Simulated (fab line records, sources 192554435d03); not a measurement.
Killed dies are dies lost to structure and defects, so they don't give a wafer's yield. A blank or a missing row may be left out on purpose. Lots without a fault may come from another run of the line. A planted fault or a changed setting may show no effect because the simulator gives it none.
Chamber matching | flow n5_finfet | N5_DUMMY_GATE_STRIP_40 on rie_diel-05: 4 sister chambers
The step strips in CF4. 18 wafers are shown with their chamber, then 9 later ones without.

WAFERS WITH THEIR CHAMBER
wafer  | chamber | showerhead_plenum_p_Torr (Torr) | throttle_valve_pct (%) | oes_product_au (a.u.)
L075.2 | 0       | 1.77                            | 13.12                  | 0.92
L075.5 | 3       | 1.89                            | 13.86                  | 0.79
L075.6 | 0       | 1.77                            | 13.11                  | 0.91
L076.1 | 3       | 1.89                            | 13.87                  | 0.80
L076.4 | 1       | 1.71                            | 13.91                  | 0.71
L076.6 | 0       | 1.77                            | 13.13                  | 0.92
L078.1 | 3       | 1.89                            | 13.87                  | 0.79
L078.2 | 2       | 1.65                            | 13.20                  | 0.78
L078.3 | 1       | 1.71                            | 13.92                  | 0.72
L079.2 | 3       | 1.89                            | 13.83                  | 0.80
L079.4 | 1       | 1.71                            | 13.91                  | 0.72
L079.6 | 3       | 1.89                            | 13.88                  | 0.79
L083.1 | 2       | 1.65                            | 13.23                  | 0.77
L083.4 | 3       | 1.88                            | 13.89                  | 0.78
L083.5 | 3       | 1.88                            | 13.87                  | 0.79
L084.1 | 1       | 1.71                            | 13.94                  | 0.71
L084.2 | 0       | 1.77                            | 13.15                  | 0.90
L084.5 | 1       | 1.71                            | 13.93                  | 0.70

SIGNATURES (means of the wafers above)
reading                  | chamber 0 | chamber 1 | chamber 2 | chamber 3 | scatter within a chamber
showerhead_plenum_p_Torr | 1.7700    | 1.7100    | 1.6500    | 1.8871    | 0.00319
throttle_valve_pct       | 13.1275   | 13.9220   | 13.2150   | 13.8671   | 0.0172
oes_product_au           | 0.9125    | 0.7120    | 0.7750    | 0.7914    | 0.00798
Rule: a wafer's distance from a chamber is the root of the sum, over the readings, of the square of ((its reading less the chamber's mean) divided by the reading's scatter). The wafer belongs to the nearest chamber; if the next one is less than 2 further off, it can't be placed. The scatter: the root of (the sum of the squares of (reading less its chamber's mean) over the shown wafers, divided by (wafers less chambers)).

WAFERS WITHOUT THEIR CHAMBER
wafer  | showerhead_plenum_p_Torr (Torr) | throttle_valve_pct (%) | oes_product_au (a.u.)
L087.1 | 1.88                            | 13.91                  | 0.78
L087.4 | 1.65                            | 13.23                  | 0.77
L087.6 | 1.71                            | 13.92                  | 0.71
L089.2 | 1.76                            | 13.18                  | 0.89
L089.4 | 1.65                            | 13.24                  | 0.78
L089.6 | 1.76                            | 13.20                  | 0.88
L093.2 | 1.88                            | 13.93                  | 0.78
L093.3 | 1.65                            | 13.25                  | 0.76
L093.5 | 1.70                            | 13.97                  | 0.70

WHICH CHAMBER EACH WENT THROUGH
wafer  | from the rows above | in truth
L087.1 | 3                   | 3
L087.4 | 2                   | 2
L087.6 | 1                   | 1
L089.2 | 0                   | 0
L089.4 | 2                   | 2
L089.6 | 0                   | 0
L093.2 | 3                   | 3
L093.3 | 2                   | 2
L093.5 | 1                   | 1
Placed correctly: 9 of 9. Can't be placed from these rows: 0. Placed wrongly: 0.
